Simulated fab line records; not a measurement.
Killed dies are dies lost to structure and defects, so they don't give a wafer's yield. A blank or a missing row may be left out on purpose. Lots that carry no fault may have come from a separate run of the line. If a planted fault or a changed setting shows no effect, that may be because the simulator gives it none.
Problem report in the 8D (eight disciplines) form, filled by code | flow n5Finfet | the parts of the form that need people (team, actions taken, sign-off) are left out

## 1. WHAT IS WRONG
biasW at N5_ZERO_LAYER_ETCH_18 reads a mean of 53.28 W on 6 wafers of 2 lots; wafers without a fault read 74.99 W with a standard deviation of 0.21. So: -99 or more standard deviations from the usual mean.
The step: etches Si in HBr/Cl2, target depth 120 nm, time 40 s.
The first sign was on wafer L629.1 at day 6 00:49, on rieSi-02. The record has a number at this step for 18 wafers belonging to 6 lots. The rule behind "out" and "out of limits": a value lying over 4 standard deviations away from the usual mean. All remaining wafers that have a number are taken as sound.

## 2. WHAT THIS IS AND IS NOT
question                    | is                     | is not
which readings at this step | biasW                  | drypumpMotorCurrentA, oesProductAu, throttleValvePct
which lots                  | L629, L632             | L619, L627, L633, L634
which wafers of those lots  | all that have a number | -
read on which tools         | rieSi-02               | rieSi-01, rieSi-03
when                        | from day 6 00:49       | up to then (6 sound wafers); but 6 sound wafers of L633, L634 came after

## 3. WHAT RULES OUT EACH SUSPECT
Counting: any tool at a process step up to the reading is kept as a suspect provided that every lot that is out went through it and no sound lot did after the first of them.
- rieSi-02 at N5_ZERO_LAYER_ETCH_18 (etches Si in HBr/Cl2, target depth 120 nm, time 40 s): kept. It processed each lot that is out, first L629 at day 6 00:49, and no sound lot thereafter; up to then, the last sound lot it processed was L627 at day 5 12:55. Its own readings are out on those wafers: biasW.
The count leaves rieSi-02 at N5_ZERO_LAYER_ETCH_18.

## 4. THE CAUSE (what the simulator had put in)
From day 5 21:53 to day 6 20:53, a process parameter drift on rieSi-02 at N5_ZERO_LAYER_ETCH_18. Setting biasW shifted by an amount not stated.
Counting left only this tool.

## 5. THE CHAIN OF EFFECTS, in route order
One row per reading whose mean, taken over the struck wafers that have a number, lies over 3 standard deviations from the usual. Only readings whose record carries a usual standard deviation are examined. hours: median over the lots of the time between each lot's start at the first step of this table that gives one and its start at this step. sigmas: the change, counted in usual standard deviations.
hours | step                  | reading | usual   | on struck wafers | change | sigmas
0     | N5_ZERO_LAYER_ETCH_18 | biasW   | 74.99 W | 53.28            | -21.71 | -99 or more
The process steps in it:
- N5_ZERO_LAYER_ETCH_18: etches Si in HBr/Cl2, target depth 120 nm, time 40 s.

## 6. HOW IT WOULD HAVE BEEN CAUGHT EARLIER
In this record the first reading out of limits was taken at day 6 00:49, 3 hours after the fault began at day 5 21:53.
